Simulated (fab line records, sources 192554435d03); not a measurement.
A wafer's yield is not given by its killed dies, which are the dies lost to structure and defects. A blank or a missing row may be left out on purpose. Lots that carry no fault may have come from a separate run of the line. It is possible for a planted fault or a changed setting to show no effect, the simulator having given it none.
Chamber matching | flow n5Finfet | N5_BEOL_M9_ALD_74 on aldMetal-02 has 4 sister chambers
The step deposits TaN, target thk 2 nm, pulse time 2 s, purge time 3 s. 16 wafers are shown with their chamber, then 8 later ones without.

WAFERS, EACH WITH ITS CHAMBER
wafer  | chamber | heaterPowerW (W)
L076.3 | 0       | 425
L076.5 | 1       | 384
L076.6 | 0       | 420
L078.1 | 1       | 376
L078.4 | 0       | 424
L078.5 | 2       | 543
L081.3 | 0       | 426
L081.5 | 1       | 379
L081.6 | 0       | 422
L085.3 | 2       | 535
L085.5 | 2       | 530
L085.6 | 1       | 373
L086.1 | 2       | 542
L086.5 | 0       | 433
L086.6 | 3       | 440
L087.1 | 3       | 446

SIGNATURES (averages over the wafers above)
reading      | chamber 0 | chamber 1 | chamber 2 | chamber 3 | scatter within a chamber
heaterPowerW | 425.00    | 378.00    | 537.50    | 443.00    | 4.97
Rule: a wafer lies at a distance from a chamber equal to the root of the sum of squares, over the readings, of (its reading less the chamber's mean, divided by the reading's scatter). If the next closest chamber is less than 2 further off than the closest, the wafer can't be placed; otherwise it belongs to the closest. The scatter: take each reading less its chamber's mean, square it, sum over the shown wafers, divide by the number of wafers less the number of chambers, and take the root.

WAFERS MISSING THEIR CHAMBER
wafer  | heaterPowerW (W)
L087.2 | 409
L087.3 | 544
L092.2 | 370
L092.4 | 436
L092.5 | 417
L097.3 | 446
L097.4 | 381
L097.6 | 377

THE CHAMBER EACH PASSED THROUGH
wafer  | from the rows above     | in truth
L087.2 | 0                       | 0
L087.3 | 2                       | 2
L092.2 | 1                       | 1
L092.4 | can't be placed: 3 or 0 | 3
L092.5 | 0                       | 0
L097.3 | 3                       | 3
L097.4 | 1                       | 1
L097.6 | 1                       | 1
Correct placement for 7 of the 8. Not placeable from these rows: 1 (in 1, the candidates include the true chamber). Number placed wrongly: 0.
